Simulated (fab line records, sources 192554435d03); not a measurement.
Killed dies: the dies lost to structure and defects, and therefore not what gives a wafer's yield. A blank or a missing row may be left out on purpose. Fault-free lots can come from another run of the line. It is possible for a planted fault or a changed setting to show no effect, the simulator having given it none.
Split-lot experiment + flow n5-finfet + 7 lots, 39 wafers read, on a route of 1938 steps

== ON THE SPLIT ==
At N5_DUMMY_GATE_ETCH_37 (etches SOC in N2/H2, target depth 60 nm, overetch 30 nm), the setting source-w was moved away from the recipe's 840 W on 18 of the 39 wafers read, by -13.3% to +13.7%. For the rest of the wafers, this setting stayed at what the recipe calls for.

The reading comes from the split's own step.

== THE READING ==
rf-vpp-V, in V, at N5_DUMMY_GATE_ETCH_37 (etches SOC in N2/H2, target depth 60 nm, overetch 30 nm). A value of 523.7 V with a standard deviation of 2.6 V is what fault-free wafers of this fab line usually give.

| wafer  | tool, chamber at the split | source-w as run, W | against the recipe | rf-vpp-V, V | against lot-mates on the recipe |
|--------|----------------------------|--------------------|--------------------|-------------|---------------------------------|
| L074.1 | rie-diel-03, 3             | 840                | recipe             | 518.3       | -                               |
| L074.2 | rie-diel-03, 1             | 924.8              | +10.1%             | 510.2       | -9.2                            |
| L074.3 | rie-diel-03, 2             | 924.8              | +10.1%             | 506.1       | -13.3                           |
| L074.4 | rie-diel-03, 2             | 840                | recipe             | 519.6       | -                               |
| L074.5 | rie-diel-03, 3             | 840                | recipe             | 520.4       | -                               |
| L074.6 | rie-diel-03, 1             | 924.8              | +10.1%             | 510.7       | -8.7                            |
| L075.1 | rie-diel-06, 3             | 840                | recipe             | 524.7       | -                               |
| L075.2 | rie-diel-06, 0             | 764                | -9.0%              | 540.3       | +16.1                           |
| L075.3 | rie-diel-06, 1             | 764                | -9.0%              | 544.3       | +20.1                           |
| L075.4 | rie-diel-06, 2             | 840                | recipe             | 520.6       | -                               |
| L075.5 | rie-diel-06, 0             | 764                | -9.0%              | 538.3       | +14.1                           |
| L075.6 | rie-diel-06, 1             | 840                | recipe             | 527.2       | -                               |
| L083.1 | rie-diel-03, 0             | 840                | recipe             | 522.9       | -                               |
| L083.2 | rie-diel-03, 3             | 840                | recipe             | 519.6       | -                               |
| L083.3 | rie-diel-03, 2             | 955.5              | +13.7%             | 498.4       | -22.5                           |
| L083.4 | rie-diel-03, 2             | 840                | recipe             | 520.2       | -                               |
| L083.5 | rie-diel-03, 3             | 955.5              | +13.7%             | 498.2       | -22.7                           |
| L083.6 | rie-diel-03, 0             | 955.5              | +13.7%             | 502.1       | -18.8                           |
| L084.1 | rie-diel-02, 3             | 840                | recipe             | 521.4       | -                               |
| L084.2 | rie-diel-02, 1             | 840                | recipe             | 525.4       | -                               |
| L084.5 | rie-diel-02, 1             | 840                | recipe             | 527.6       | -                               |
| L085.1 | rie-diel-03, 1             | 840                | recipe             | 526.4       | -                               |
| L085.2 | rie-diel-03, 0             | 840                | recipe             | 523.0       | -                               |
| L085.3 | rie-diel-03, 2             | 795.4              | -5.3%              | 529.4       | +6.3                            |
| L085.4 | rie-diel-03, 1             | 795.4              | -5.3%              | 537.3       | +14.2                           |
| L085.5 | rie-diel-03, 2             | 840                | recipe             | 520.0       | -                               |
| L085.6 | rie-diel-03, 0             | 795.4              | -5.3%              | 531.9       | +8.8                            |
| L089.1 | rie-diel-06, 3             | 888.2              | +5.7%              | 514.0       | -8.3                            |
| L089.2 | rie-diel-06, 0             | 888.2              | +5.7%              | 513.8       | -8.5                            |
| L089.3 | rie-diel-06, 2             | 840                | recipe             | 520.1       | -                               |
| L089.4 | rie-diel-06, 1             | 840                | recipe             | 526.9       | -                               |
| L089.5 | rie-diel-06, 3             | 888.2              | +5.7%              | 514.1       | -8.2                            |
| L089.6 | rie-diel-06, 2             | 840                | recipe             | 520.0       | -                               |
| L091.1 | rie-diel-02, 2             | 727.9              | -13.3%             | 551.4       | +27.8                           |
| L091.2 | rie-diel-02, 3             | 840                | recipe             | 522.7       | -                               |
| L091.3 | rie-diel-02, 0             | 727.9              | -13.3%             | 547.8       | +24.2                           |
| L091.4 | rie-diel-02, 1             | 840                | recipe             | 523.9       | -                               |
| L091.5 | rie-diel-02, 1             | 840                | recipe             | 524.2       | -                               |
| L091.6 | rie-diel-02, 2             | 727.9              | -13.3%             | 553.7       | +30.1                           |

FIT RESULTS
A straight line over all 39 wafers: rf-vpp-V changes by -1.81 V for each +1% of source-w; r = -0.97; the points scatter about the line by 3.1 V.
The same after taking each lot's own level away (the mean of its wafers on the recipe; 39 wafers): -1.66 V for each +1%; r = -0.97; scatter 3.1 V.
According to that fit, moving source-w by its largest amount changes the reading by 23 V.
From 519.43 to 524.80 V: that is the span of the lots' own levels, equal to 2.1 times the standard deviation above.
Consequently the slope shifts little with the lot-to-lot level, the two slopes agreeing.
Check: with one of the wafers moved furthest among these (+13.7%) left out of the fit, the line predicts -21.4 V for it against its lot-mates. Against them it came out at -22.5 V.
Tool readings at the split's step, against how far the setting was moved: rf-vpp-V r = -0.97.

== THESE WAFERS: OTHER SPLITS ==
Before the reading, these wafers also passed through other splits. Each is held against what the fit with the lots' levels taken away leaves over:
| other split on the same wafers  | wafers away from the commonest value | r with rf-vpp-V (lot level and that fit taken away) |
|---------------------------------|--------------------------------------|-----------------------------------------------------|
| N5_FIN_CUT_CUT_ETCH_26 source-w | 12                                   | +0.24                                               |

== THE WHOLE CHAIN: every reading that the file lists as answering this split, in the file's order ==
| step                  | what it does                                            | reading                                                                             | change (the file's fit)                | r (the file's) |
|-----------------------|---------------------------------------------------------|-------------------------------------------------------------------------------------|----------------------------------------|----------------|
| N5_DUMMY_GATE_ETCH_37 | etches SOC in N2/H2, target depth 60 nm, overetch 30 nm | rf-vpp-V                                                                            | -1.66 V for each +1% of the setting    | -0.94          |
| N5_DUMMY_GATE_ETCH_37 | etches SOC in N2/H2, target depth 60 nm, overetch 30 nm | SiARC_of_DUMMY_GATE_COAT_35.thk-nm (the simulator's own value, which no gauge read) | -0.0316 nm for each +1% of the setting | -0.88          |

== FILE'S OWN FIT ==
rf-vpp-V changes by -1.66 V for each +1% of source-w, r = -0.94.
